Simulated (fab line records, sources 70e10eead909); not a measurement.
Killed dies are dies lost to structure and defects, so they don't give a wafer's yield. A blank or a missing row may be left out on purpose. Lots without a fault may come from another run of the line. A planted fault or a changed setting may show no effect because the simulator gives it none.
fab line records | flow nand_harc
record lots=13 wafers=39 last_day=24
route steps=1159 shown A_M1@1034
lots that met no fault: from a run of the same line without faults
start_h: hours from the record's first day to the start of the lot's first wafer shown | wait_h: hours since the lot's step before | " the same as in the row above | L1.1+2: a row that stands for several wafers | - no value, or no start given | * or withheld: withheld | < > ~ a bound
route shown NAME@n: a module of which the file shows steps, and the number in the route of the first | usual: mean/standard deviation of fault-free wafers | same: alike in all rows | chamber/n: place in a boat | sites: the reading at each site | _std_site: their standard deviation | _edge_site: outer sites' mean less inner sites' | radius_mm: how far each site lies from the wafer's centre | mask NAME#n: copy n | behind: the tool/chamber that last shaped the wafer | hold: why the lot was held/for how many hours/how that ended | device: the transistor (n, p or np) that didn't switch | end of line: the same wafers' tests at the end of the route | a step without rows: its recipe alone | killed: dies lost to structure and defects at the first sort, not the wafer's yield | map: a wafer's dies, x killed, . not, _ none there
set.NAME: the setting as run; set.NAME@STEP: as run at that earlier step | model.NAME: the simulator's own value behind a step, which no gauge read
steps of the route over a sample of lots; a table a step, a row a wafer
services: from which hour (start_h, from the record's first day; less than 0 if before it) a tool's chamber was out of use, for how many hours, and why
## steps
# step NHARC_A_M1_PEB_07
# recipe peb_temp_c=100 peb_time_s=65
# columns lot.wafer tool chamber start_h wait_h
L885.2+3+4 litho_track-06 0 406.81 0.1
L886.3+4+6 litho_track-04 0 413.99 0.0
L887.1+5+6 litho_track-06 0 418.36 0.1
L892.1+2+6 litho_track-04 0 429.20 0.1
L888.1+5+6 litho_track-01 0 430.17 0.1
L891.1+3+6 litho_track-06 0 438.91 0.1
L889.1+2+4 litho_track-04 0 439.73 0.1
L897.1+5+6 litho_track-04 0 463.33 0.1
L904.1+3+4 litho_track-04 0 520.34 0.1
L902.1+3+4 litho_track-01 0 521.45 0.1
L905.4+5+6 litho_track-06 0 524.82 0.0
L907.3+4+6 litho_track-04 0 539.63 0.0
L908.1+2+4 litho_track-04 0 547.29 0.1
# step NHARC_A_M1_CD_MEAS_09
# recipe target_cd_nm=120 landing_energy_ev=500
# usual cd_nm=120.1/0.65
# columns lot.wafer tool chamber start_h wait_h cd_nm
L885.2 cd_sem-01 0 406.89 - 119.9
L885.3 " 0 " " 120.1
L885.4 " 0 " " 119.6
L886.3 cd_sem-01 0 414.07 - 120.4
L886.4 " 0 " " 121.2
L886.6 " 0 " " 119.9
L887.1 cd_sem-01 0 418.44 - 120.2
L887.5 " 0 " " 120.5
L887.6 " 0 " " 120.0
L892.1 cd_sem-03 0 429.28 - 119.2
L892.2 " 0 " " 120.8
L892.6 " 0 " " 119.6
L888.1 cd_sem-03 0 430.25 - 120.1
L888.5 " 0 " " 121.6
L888.6 " 0 " " 120.2
L891.1 cd_sem-02 0 438.99 - 119.0
L891.3 " 0 " " 119.5
L891.6 " 0 " " 119.3
L889.1 cd_sem-03 0 439.81 - 121.2
L889.2 " 0 " " 120.6
L889.4 " 0 " " 120.7
L897.1 cd_sem-01 0 463.41 - 119.4
L897.5 " 0 " " 120.7
L897.6 " 0 " " 120.8
L904.1 cd_sem-01 0 520.42 - 120.6
L904.3 " 0 " " 121.4
L904.4 " 0 " " 119.5
L902.1 cd_sem-01 0 521.53 - 122.8
L902.3 " 0 " " 120.6
L902.4 " 0 " " 122.3
L905.4 cd_sem-01 0 524.91 - 119.3
L905.5 " 0 " " 120.1
L905.6 " 0 " " 119.5
L907.3 cd_sem-01 0 539.71 - 121.0
L907.4 " 0 " " 119.2
L907.6 " 0 " " 120.0
L908.1 cd_sem-02 0 547.37 - 120.5
L908.2 " 0 " " 120.1
L908.4 " 0 " " 120.1
# step NHARC_A_M1_OVL_MEAS_10
# recipe pitch_nm=240
# usual overlay_x_nm=-0.1/0.76 overlay_y_nm=-0.2/0.64
# columns lot.wafer tool chamber start_h wait_h overlay_x_nm overlay_y_nm
L885.2 overlay-01 - 406.97 - 0.0 -0.8
L885.3 " - " " 0.6 -0.9
L885.4 " - " " -0.2 -1.4
L886.3 overlay-01 - 414.16 - -0.5 -0.5
L886.4 " - " " -1.0 -0.3
L886.6 " - " " -1.0 -0.5
L887.1 overlay-01 - 418.54 - -0.5 1.2
L887.5 " - " " -0.2 0.7
L887.6 " - " " -0.6 1.7
L892.1 overlay-02 - 429.37 - -1.3 -0.8
L892.2 " - " " -1.1 -1.0
L892.6 " - " " -1.4 -0.4
L888.1 overlay-01 - 430.34 - 1.1 0.8
L888.5 " - " " 1.0 0.4
L888.6 " - " " 1.2 0.6
L891.1 overlay-02 - 439.08 - -0.5 1.0
L891.3 " - " " 0.2 0.4
L891.6 " - " " 0.0 0.5
L889.1 overlay-02 - 439.90 - 0.0 -0.4
L889.2 " - " " 0.0 -0.2
L889.4 " - " " -0.3 0.5
L897.1 overlay-01 - 463.50 - -1.3 0.1
L897.5 " - " " -0.6 -0.1
L897.6 " - " " -0.9 0.8
L904.1 overlay-01 - 520.51 - -0.1 -1.1
L904.3 " - " " 0.0 -1.0
L904.4 " - " " 0.4 -1.3
L902.1 overlay-02 - 521.62 - 1.8 0.0
L902.3 " - " " 1.5 -0.5
L902.4 " - " " 1.1 0.2
L905.4 overlay-01 - 524.99 - -1.1 0.1
L905.5 " - " " -0.3 0.0
L905.6 " - " " -0.8 0.3
L907.3 overlay-01 - 539.79 - -0.3 0.0
L907.4 " - " " -0.4 -1.2
L907.6 " - " " 0.0 -0.1
L908.1 overlay-02 - 547.46 - 0.5 0.2
L908.2 " - " " 0.2 0.1
L908.4 " - " " 0.6 0.1
# step NHARC_A_M1_INSPECT_11
# usual raw_defect_count=32/14
# columns lot.wafer tool chamber start_h wait_h raw_defect_count
L885.2 defect_inspect-02 - 407.01 0.0 12
L885.3 " - " " 15
L885.4 " - " " 16
L886.3 defect_inspect-01 - 414.19 0.0 39
L886.4 " - " " 41
L886.6 " - " " 42
L887.1 defect_inspect-01 - 418.58 0.0 21
L887.5 " - " " 23
L887.6 " - " " 24
L892.1 defect_inspect-02 - 429.41 0.0 18
L892.2 " - " " 30
L892.6 " - " " 31
L888.1 defect_inspect-01 - 430.38 0.0 30
L888.5 " - " " 37
L888.6 " - " " 29
L891.1 defect_inspect-02 - 439.12 0.0 26
L891.3 " - " " 36
L891.6 " - " " 24
L889.1 defect_inspect-01 - 439.94 0.0 26
L889.2 " - " " 25
L889.4 " - " " 29
L897.1 defect_inspect-02 - 463.54 0.0 47
L897.5 " - " " 61
L897.6 " - " " 40
L904.1 defect_inspect-02 - 520.55 0.0 48
L904.3 " - " " 47
L904.4 " - " " 39
L902.1 defect_inspect-02 - 521.65 0.0 13
L902.3 " - " " 16
L902.4 " - " " 6
L905.4 defect_inspect-02 - 525.03 0.0 44
L905.5 " - " " 38
L905.6 " - " " 40
L907.3 defect_inspect-02 - 539.83 0.0 21
L907.4 " - " " 17
L907.6 " - " " 25
L908.1 defect_inspect-02 - 547.49 0.0 43
L908.2 " - " " 58
L908.4 " - " " 58
# step NHARC_A_M1_ANNEAL_31
# recipe temp_c=225 time_s=90
# usual anneal_temp_c_max=225.97/0.26 wafer_temp_C_max=225.96/0.28
# columns lot.wafer tool chamber start_h wait_h anneal_temp_c_max wafer_temp_C_max
L885.2 rtp_anneal-01 0 408.94 - 226.26 225.40
L885.3 " 0 " " 226.11 225.74
L885.4 " 0 " " 225.96 226.00
L886.3 rtp_anneal-02 0 416.12 - 225.75 226.02
L886.4 " 0 " " 225.95 226.29
L886.6 " 0 " " 225.53 225.79
L887.1 rtp_anneal-01 0 420.39 0.3 226.06 225.61
L887.5 " 0 " " 226.40 225.74
L887.6 " 0 " " 226.27 225.94
L892.1 rtp_anneal-01 0 431.24 - 226.16 226.38
L892.2 " 0 " " 226.57 225.81
L892.6 " 0 " " 226.44 225.84
L888.1 rtp_anneal-02 0 432.23 - 225.69 226.63
L888.5 " 0 " " 226.10 226.26
L888.6 " 0 " " 225.73 226.38
L891.1 rtp_anneal-01 0 440.94 0.3 226.34 226.27
L891.3 " 0 " " 226.28 225.89
L891.6 " 0 " " 226.24 225.82
L889.1 rtp_anneal-01 0 441.77 - 225.73 226.25
L889.2 " 0 " " 226.34 225.74
L889.4 " 0 " " 225.80 226.08
L897.1 rtp_anneal-01 0 465.61 0.4 226.41 225.75
L897.5 " 0 " " 226.00 225.75
L897.6 " 0 " " 226.26 225.44
L904.1 rtp_anneal-01 0 522.46 0.3 226.17 226.02
L904.3 " 0 " " 225.52 226.06
L904.4 " 0 " " 225.96 225.77
L902.1 rtp_anneal-01 0 523.59 - 226.19 226.01
L902.3 " 0 " " 226.25 225.77
L902.4 " 0 " " 226.16 225.85
L905.4 rtp_anneal-02 0 527.00 0.3 226.00 225.57
L905.5 " 0 " " 225.65 226.44
L905.6 " 0 " " 225.87 226.35
L907.3 rtp_anneal-01 0 541.97 0.4 225.96 225.90
L907.4 " 0 " " 226.18 225.90
L907.6 " 0 " " 226.02 225.70
L908.1 rtp_anneal-01 0 549.96 - 226.02 225.58
L908.2 " 0 " " 225.66 226.05
L908.4 " 0 " " 225.90 226.04
## services
# columns tool chamber start_h hours kind
litho_track-01 - 417.20 - consumable_replace:filter
litho_track-01 - 443.00 7.0 pm
litho_track-06 - 467.00 7.0 pm
litho_track-04 - 491.00 7.0 pm
## key
first_sign step=NHARC_A_M1_CD_MEAS_09 reading=cd_nm direction=up sigmas=2.8 usual=120.1 struck=121.9
effect none on later readings
met_at NHARC_A_M1_PEB_07
struck_lots L902
not_acting_at NHARC_A_M1_OVL_MEAS_10,NHARC_A_M1_INSPECT_11,NHARC_A_M1_ANNEAL_31
onset_between 430.17 521.45
fault kind=process_parameter_drift tool=litho_track-01 chamber=- onset_h=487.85 steps=NHARC_A_M1_PEB_07 channel=peb_time_s offset=* shape=step end_h=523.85 acts_in=* stated=*
